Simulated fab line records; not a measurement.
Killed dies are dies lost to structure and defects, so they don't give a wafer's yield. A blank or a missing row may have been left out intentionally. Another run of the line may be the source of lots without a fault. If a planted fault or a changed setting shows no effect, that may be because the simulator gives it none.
Which of the tools did it? || flow n5Finfet || 33 wafers from 11 lots sampled at 4 of the route's 1938 steps

== WHAT THE GAUGES READ, wafer by wafer ==
N5_BEOL_M7_OVL_MEAS_29. Usual: V6_OVL typically reads -0.2 nm, with standard deviation 0.77.
{"lot": "L913", "measured": "day 9 09:35", "on": "overlay-01", "V6_OVL (nm)": "0.5 0.8 -0.2", "flag": ""}
{"lot": "L912", "measured": "day 9 12:29", "on": "overlay-01", "V6_OVL (nm)": "-0.8 -0.3 0.0", "flag": ""}
{"lot": "L915", "measured": "day 10 14:21", "on": "overlay-02", "V6_OVL (nm)": "0.1 1.3 0.1", "flag": ""}
{"lot": "L917", "measured": "day 10 20:58", "on": "overlay-01", "V6_OVL (nm)": "-0.6 -0.6 -0.8", "flag": ""}
{"lot": "L919", "measured": "day 11 14:08", "on": "overlay-02", "V6_OVL (nm)": "-0.5 -1.3 -0.5", "flag": ""}
{"lot": "L920", "measured": "day 11 20:37", "on": "overlay-02", "V6_OVL (nm)": "-1.4 -1.2 -1.5", "flag": ""}
{"lot": "L928", "measured": "day 13 09:25", "on": "overlay-01", "V6_OVL (nm)": "-1.4 -0.6 -1.1", "flag": ""}
{"lot": "L925", "measured": "day 13 17:02", "on": "overlay-02", "V6_OVL (nm)": "0.7 0.7 1.1", "flag": ""}
{"lot": "L929", "measured": "day 14 02:16", "on": "overlay-02", "V6_OVL (nm)": "-0.4 -0.5 0.0", "flag": ""}
{"lot": "L931", "measured": "day 14 11:55", "on": "overlay-01", "V6_OVL (nm)": "0.2 -0.5 0.2", "flag": ""}
{"lot": "L930", "measured": "day 14 12:54", "on": "overlay-01", "V6_OVL (nm)": "-0.2 0.1 -1.4", "flag": ""}

== EACH LOT AND THE TOOL THAT RAN IT (in order: tool; ch and the chambers of the sampled wafers; start) ==
{"lot": "L913", "N5_BEOL_M7_PECVD_70": "pecvd-04 ch 0,1, day 9 08:09", "N5_BEOL_M7_ETCH_62": "rieDiel-01 ch 0,3, day 9 08:50", "N5_BEOL_M7_COAT_63": "lithoTrack-04 ch 0, day 9 09:14"}
{"lot": "L912", "N5_BEOL_M7_PECVD_70": "pecvd-01 ch 0,1,2, day 9 09:21", "N5_BEOL_M7_ETCH_62": "rieDiel-01 ch 1,2,3, day 9 10:37", "N5_BEOL_M7_COAT_63": "lithoTrack-01 ch 0, day 9 12:10"}
{"lot": "L915", "N5_BEOL_M7_PECVD_70": "pecvd-01 ch 0,1, day 10 09:08", "N5_BEOL_M7_ETCH_62": "rieDiel-05 ch 0,1,2, day 10 11:57", "N5_BEOL_M7_COAT_63": "lithoTrack-02 ch 0, day 10 13:53"}
{"lot": "L917", "N5_BEOL_M7_PECVD_70": "pecvd-01 ch 0,1, day 10 18:16", "N5_BEOL_M7_ETCH_62": "rieDiel-01 ch 0,1,2, day 10 20:05", "N5_BEOL_M7_COAT_63": "lithoTrack-02 ch 0, day 10 20:40"}
{"lot": "L919", "N5_BEOL_M7_PECVD_70": "pecvd-01 ch 0,1,2, day 11 10:31", "N5_BEOL_M7_ETCH_62": "rieDiel-05 ch 0,3, day 11 11:43", "N5_BEOL_M7_COAT_63": "lithoTrack-02 ch 0, day 11 13:50"}
{"lot": "L920", "N5_BEOL_M7_PECVD_70": "pecvd-02 ch 0,1,2, day 11 18:05", "N5_BEOL_M7_ETCH_62": "rieDiel-01 ch 0,2,3, day 11 19:51", "N5_BEOL_M7_COAT_63": "lithoTrack-02 ch 0, day 11 20:19"}
{"lot": "L928", "N5_BEOL_M7_PECVD_70": "pecvd-02 ch 1,2, day 13 05:59", "N5_BEOL_M7_ETCH_62": "rieDiel-05 ch 0,1,2, day 13 07:10", "N5_BEOL_M7_COAT_63": "lithoTrack-02 ch 0, day 13 09:04"}
{"lot": "L925", "N5_BEOL_M7_PECVD_70": "pecvd-01 ch 0,1, day 13 13:11", "N5_BEOL_M7_ETCH_62": "rieDiel-05 ch 0,1,2, day 13 14:41", "N5_BEOL_M7_COAT_63": "lithoTrack-02 ch 0, day 13 16:37"}
{"lot": "L929", "N5_BEOL_M7_PECVD_70": "pecvd-04 ch 0,1,2, day 13 21:43", "N5_BEOL_M7_ETCH_62": "rieDiel-06 ch 1,2, day 13 23:17", "N5_BEOL_M7_COAT_63": "lithoTrack-04 ch 0, day 14 01:52"}
{"lot": "L931", "N5_BEOL_M7_PECVD_70": "pecvd-02 ch 0,2, day 14 07:23", "N5_BEOL_M7_ETCH_62": "rieDiel-01 ch 0,2,3, day 14 09:01", "N5_BEOL_M7_COAT_63": "lithoTrack-01 ch 0, day 14 11:29"}
{"lot": "L930", "N5_BEOL_M7_PECVD_70": "pecvd-04 ch 0,1, day 14 09:26", "N5_BEOL_M7_ETCH_62": "rieDiel-01 ch 2,3, day 14 12:11", "N5_BEOL_M7_COAT_63": "lithoTrack-04 ch 0, day 14 12:36"}
- N5_BEOL_M7_PECVD_70: deposits SiO2 from TEOS/O2, target thk 20 nm, time 22.7 s.
- N5_BEOL_M7_ETCH_62: etches SOC in N2/H2, target depth 110 nm, overetch 22 nm, time 165 s.
- N5_BEOL_M7_COAT_63: time 60 s, resist thk 60 nm.

== WHAT THE TOOLS THEMSELVES READ (means of the sampled wafers that have a number; where no wafer has one, the mark that the record gives instead) ==
N5_BEOL_M7_PECVD_70. Usual: chamberPressureTorr 5.500 Torr, standard deviation 0.012; heaterPowerW 729 W, standard deviation 82; rfFwdPowerW 444.9 W, standard deviation 2; showerheadPlenumPTorr 8.76 Torr, standard deviation 0.061; throttleValvePct 22.2 %, standard deviation 1.2.
{"lot": "L913", "tool": "pecvd-04", "chamberPressureTorr (Torr)": 5.503, "heaterPowerW (W)": 747, "rfFwdPowerW (W)": 444.1, "showerheadPlenumPTorr (Torr)": 8.75, "throttleValvePct (%)": 21.8, "flag": ""}
{"lot": "L912", "tool": "pecvd-01", "chamberPressureTorr (Torr)": 5.498, "heaterPowerW (W)": 681, "rfFwdPowerW (W)": 443.9, "showerheadPlenumPTorr (Torr)": 8.70, "throttleValvePct (%)": 22.1, "flag": ""}
{"lot": "L915", "tool": "pecvd-01", "chamberPressureTorr (Torr)": 5.506, "heaterPowerW (W)": 725, "rfFwdPowerW (W)": 446.6, "showerheadPlenumPTorr (Torr)": 8.66, "throttleValvePct (%)": 22.5, "flag": ""}
{"lot": "L917", "tool": "pecvd-01", "chamberPressureTorr (Torr)": 5.500, "heaterPowerW (W)": 726, "rfFwdPowerW (W)": 445.4, "showerheadPlenumPTorr (Torr)": 8.67, "throttleValvePct (%)": 22.5, "flag": ""}
{"lot": "L919", "tool": "pecvd-01", "chamberPressureTorr (Torr)": 5.487, "heaterPowerW (W)": 728, "rfFwdPowerW (W)": 445.6, "showerheadPlenumPTorr (Torr)": 8.68, "throttleValvePct (%)": 22.0, "flag": ""}
{"lot": "L920", "tool": "pecvd-02", "chamberPressureTorr (Torr)": 5.503, "heaterPowerW (W)": 738, "rfFwdPowerW (W)": 444.0, "showerheadPlenumPTorr (Torr)": 8.81, "throttleValvePct (%)": 21.9, "flag": ""}
{"lot": "L928", "tool": "pecvd-02", "chamberPressureTorr (Torr)": 5.517, "heaterPowerW (W)": 785, "rfFwdPowerW (W)": 444.8, "showerheadPlenumPTorr (Torr)": 8.81, "throttleValvePct (%)": 22.0, "flag": ""}
{"lot": "L925", "tool": "pecvd-01", "chamberPressureTorr (Torr)": 5.506, "heaterPowerW (W)": 719, "rfFwdPowerW (W)": 446.5, "showerheadPlenumPTorr (Torr)": 8.69, "throttleValvePct (%)": 22.4, "flag": ""}
{"lot": "L929", "tool": "pecvd-04", "chamberPressureTorr (Torr)": 5.493, "heaterPowerW (W)": 703, "rfFwdPowerW (W)": 445.1, "showerheadPlenumPTorr (Torr)": 8.76, "throttleValvePct (%)": 22.2, "flag": ""}
{"lot": "L931", "tool": "pecvd-02", "chamberPressureTorr (Torr)": 5.490, "heaterPowerW (W)": 696, "rfFwdPowerW (W)": 443.5, "showerheadPlenumPTorr (Torr)": 8.79, "throttleValvePct (%)": 21.2, "flag": ""}
{"lot": "L930", "tool": "pecvd-04", "chamberPressureTorr (Torr)": 5.496, "heaterPowerW (W)": 758, "rfFwdPowerW (W)": 445.8, "showerheadPlenumPTorr (Torr)": 8.74, "throttleValvePct (%)": 21.9, "flag": ""}

N5_BEOL_M7_ETCH_62. Usual: for biasW, 150.0 W with a standard deviation of 0.46; for drypumpMotorCurrentA, 5.9 A with a standard deviation of 0.39; for oesProductAu, 0.64 a.u. with a standard deviation of 0.068; for rfFwdPowerW, 837.8 W with a standard deviation of 2.4; for rfVppV, 523.2 V with a standard deviation of 2.9; for showerheadPlenumPTorr, 2.52 Torr with a standard deviation of 0.1; for throttleValvePct, 17.9 % with a standard deviation of 0.31.
{"lot": "L913", "tool": "rieDiel-01", "biasW (W)": 149.9, "drypumpMotorCurrentA (A)": 6.0, "oesProductAu (a.u.)": 0.60, "rfFwdPowerW (W)": 837.7, "rfVppV (V)": 522.5, "showerheadPlenumPTorr (Torr)": 2.48, "throttleValvePct (%)": 18.1, "flag": ""}
{"lot": "L912", "tool": "rieDiel-01", "biasW (W)": 150.1, "drypumpMotorCurrentA (A)": 5.6, "oesProductAu (a.u.)": 0.66, "rfFwdPowerW (W)": 840.3, "rfVppV (V)": 523.8, "showerheadPlenumPTorr (Torr)": 2.53, "throttleValvePct (%)": 17.9, "flag": ""}
{"lot": "L915", "tool": "rieDiel-05", "biasW (W)": 150.6, "drypumpMotorCurrentA (A)": 6.3, "oesProductAu (a.u.)": 0.67, "rfFwdPowerW (W)": 837.8, "rfVppV (V)": 523.8, "showerheadPlenumPTorr (Torr)": 2.55, "throttleValvePct (%)": 17.7, "flag": ""}
{"lot": "L917", "tool": "rieDiel-01", "biasW (W)": 150.2, "drypumpMotorCurrentA (A)": 5.8, "oesProductAu (a.u.)": 0.64, "rfFwdPowerW (W)": 837.8, "rfVppV (V)": 521.6, "showerheadPlenumPTorr (Torr)": 2.46, "throttleValvePct (%)": 17.9, "flag": ""}
{"lot": "L919", "tool": "rieDiel-05", "biasW (W)": 149.7, "drypumpMotorCurrentA (A)": 6.3, "oesProductAu (a.u.)": 0.71, "rfFwdPowerW (W)": 838.6, "rfVppV (V)": 527.5, "showerheadPlenumPTorr (Torr)": 2.69, "throttleValvePct (%)": 18.0, "flag": ""}
{"lot": "L920", "tool": "rieDiel-01", "biasW (W)": 149.9, "drypumpMotorCurrentA (A)": 5.7, "oesProductAu (a.u.)": 0.64, "rfFwdPowerW (W)": 834.4, "rfVppV (V)": 522.7, "showerheadPlenumPTorr (Torr)": 2.49, "throttleValvePct (%)": 17.9, "flag": ""}
{"lot": "L928", "tool": "rieDiel-05", "biasW (W)": 149.8, "drypumpMotorCurrentA (A)": 6.2, "oesProductAu (a.u.)": 0.71, "rfFwdPowerW (W)": 840.2, "rfVppV (V)": 526.7, "showerheadPlenumPTorr (Torr)": 2.64, "throttleValvePct (%)": 17.6, "flag": ""}
{"lot": "L925", "tool": "rieDiel-05", "biasW (W)": 150.3, "drypumpMotorCurrentA (A)": 6.2, "oesProductAu (a.u.)": 0.71, "rfFwdPowerW (W)": 837.0, "rfVppV (V)": 528.1, "showerheadPlenumPTorr (Torr)": 2.64, "throttleValvePct (%)": 17.6, "flag": ""}
{"lot": "L929", "tool": "rieDiel-06", "biasW (W)": 150.4, "drypumpMotorCurrentA (A)": 5.5, "oesProductAu (a.u.)": 0.68, "rfFwdPowerW (W)": 836.5, "rfVppV (V)": 520.0, "showerheadPlenumPTorr (Torr)": 2.39, "throttleValvePct (%)": 17.8, "flag": ""}
{"lot": "L931", "tool": "rieDiel-01", "biasW (W)": 149.9, "drypumpMotorCurrentA (A)": 5.7, "oesProductAu (a.u.)": 0.63, "rfFwdPowerW (W)": 834.1, "rfVppV (V)": 522.6, "showerheadPlenumPTorr (Torr)": 2.49, "throttleValvePct (%)": 18.0, "flag": ""}
{"lot": "L930", "tool": "rieDiel-01", "biasW (W)": 150.1, "drypumpMotorCurrentA (A)": 5.5, "oesProductAu (a.u.)": 0.63, "rfFwdPowerW (W)": 836.8, "rfVppV (V)": 524.3, "showerheadPlenumPTorr (Torr)": 2.56, "throttleValvePct (%)": 18.0, "flag": ""}

N5_BEOL_M7_COAT_63. Usual: dispensePressureKPa 44 kPa, standard deviation 4.1; spinSpeedRpm 1499.9 rpm, standard deviation 0.79.
{"lot": "L913", "tool": "lithoTrack-04", "dispensePressureKPa (kPa)": 41, "spinSpeedRpm (rpm)": 1499.8, "flag": ""}
{"lot": "L912", "tool": "lithoTrack-01", "dispensePressureKPa (kPa)": 51, "spinSpeedRpm (rpm)": 1500.0, "flag": ""}
{"lot": "L915", "tool": "lithoTrack-02", "dispensePressureKPa (kPa)": 42, "spinSpeedRpm (rpm)": 1499.6, "flag": ""}
{"lot": "L917", "tool": "lithoTrack-02", "dispensePressureKPa (kPa)": 42, "spinSpeedRpm (rpm)": 1501.3, "flag": ""}
{"lot": "L919", "tool": "lithoTrack-02", "dispensePressureKPa (kPa)": 42, "spinSpeedRpm (rpm)": 1499.2, "flag": ""}
{"lot": "L920", "tool": "lithoTrack-02", "dispensePressureKPa (kPa)": 42, "spinSpeedRpm (rpm)": 1499.2, "flag": ""}
{"lot": "L928", "tool": "lithoTrack-02", "dispensePressureKPa (kPa)": 42, "spinSpeedRpm (rpm)": 1602.9, "flag": "OFF"}
{"lot": "L925", "tool": "lithoTrack-02", "dispensePressureKPa (kPa)": 42, "spinSpeedRpm (rpm)": 1604.3, "flag": "OFF"}
{"lot": "L929", "tool": "lithoTrack-04", "dispensePressureKPa (kPa)": 41, "spinSpeedRpm (rpm)": 1500.4, "flag": ""}
{"lot": "L931", "tool": "lithoTrack-01", "dispensePressureKPa (kPa)": 51, "spinSpeedRpm (rpm)": 1499.4, "flag": ""}
{"lot": "L930", "tool": "lithoTrack-04", "dispensePressureKPa (kPa)": 41, "spinSpeedRpm (rpm)": 1500.6, "flag": ""}

== THE ANSWER, worked out from the rows above alone ==
Rule: a lot counts as off when the mean over its wafers that have a number is more than 3 standard deviations away from the usual mean. Also off: a lot with no number at a reading for which 4 or more lots have one. The other lots that the step has rows for count as sound. First the gauges in route order, then the tools' own readings, where a lot's mean is used as printed above. At the first step where some lot is off, the reading lying furthest off is the one used; lots without a number count as furthest.
Off at N5_BEOL_M7_COAT_63 (spinSpeedRpm): L928, L925.
A tool fits if, at that step or a process step before it, it ran every lot that is off, and no sound lot after the first of them. This does not decide it: 2 tools fit, namely rieDiel-05 at N5_BEOL_M7_ETCH_62 and lithoTrack-02 at N5_BEOL_M7_COAT_63.

== WHAT THE SIMULATOR HAD PUT IN ==
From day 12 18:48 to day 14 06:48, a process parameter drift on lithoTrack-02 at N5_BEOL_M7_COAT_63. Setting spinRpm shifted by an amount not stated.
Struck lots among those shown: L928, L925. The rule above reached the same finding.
